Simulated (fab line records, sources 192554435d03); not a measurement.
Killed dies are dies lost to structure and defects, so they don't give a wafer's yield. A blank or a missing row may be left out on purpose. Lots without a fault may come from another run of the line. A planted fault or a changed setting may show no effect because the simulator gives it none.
Chamber matching | flow n5_finfet | N5_BEOL_M2_ETCH_69 on rie_diel-02: 4 sister chambers
The step etches SiARC in CF4, target depth 15.6 nm, time 26 s. 4 wafers are shown with their chamber, then 10 later ones without.

WAFERS WITH THEIR CHAMBER
wafer  | chamber | showerhead_plenum_p_Torr (Torr)
L080.6 | 3       | 2.12
L083.1 | 2       | 2.25
L091.4 | 1       | 2.10
L091.5 | 0       | 2.19

WAFERS WITHOUT THEIR CHAMBER
wafer  | showerhead_plenum_p_Torr (Torr)
L091.6 | 2.11
L092.1 | 2.10
L092.2 | 2.24
L092.5 | 2.11
L093.2 | 2.11
L093.4 | 2.18
L093.5 | 2.11
L095.2 | 2.18
L095.3 | 2.11
L095.6 | 2.24

WHICH CHAMBER EACH WENT THROUGH
wafer  | from the rows above     | in truth
L091.6 | can't be placed: 1 or 3 | 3
L092.1 | 1                       | 1
L092.2 | 2                       | 2
L092.5 | can't be placed: 1 or 3 | 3
L093.2 | can't be placed: 1 or 3 | 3
L093.4 | 0                       | 0
L093.5 | can't be placed: 1 or 3 | 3
L095.2 | 0                       | 0
L095.3 | can't be placed: 1 or 3 | 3
L095.6 | 2                       | 2
Placed correctly: 5 of 10. Can't be placed from these rows: 5 (the true chamber is among the candidates in 5). Placed wrongly: 0.
How it was worked out, from the rows above alone: a wafer's distance from a chamber is the root of the sum, over the readings, of the square of ((its reading less the chamber's mean) divided by the reading's scatter). The wafer belongs to the nearest chamber; if the next one is less than 2 further off, it can't be placed. A chamber's mean is the mean of its shown wafers. The scatter: with one shown wafer a chamber, the root of the mean of the squares of how far each hidden wafer lies from its nearest shown one.
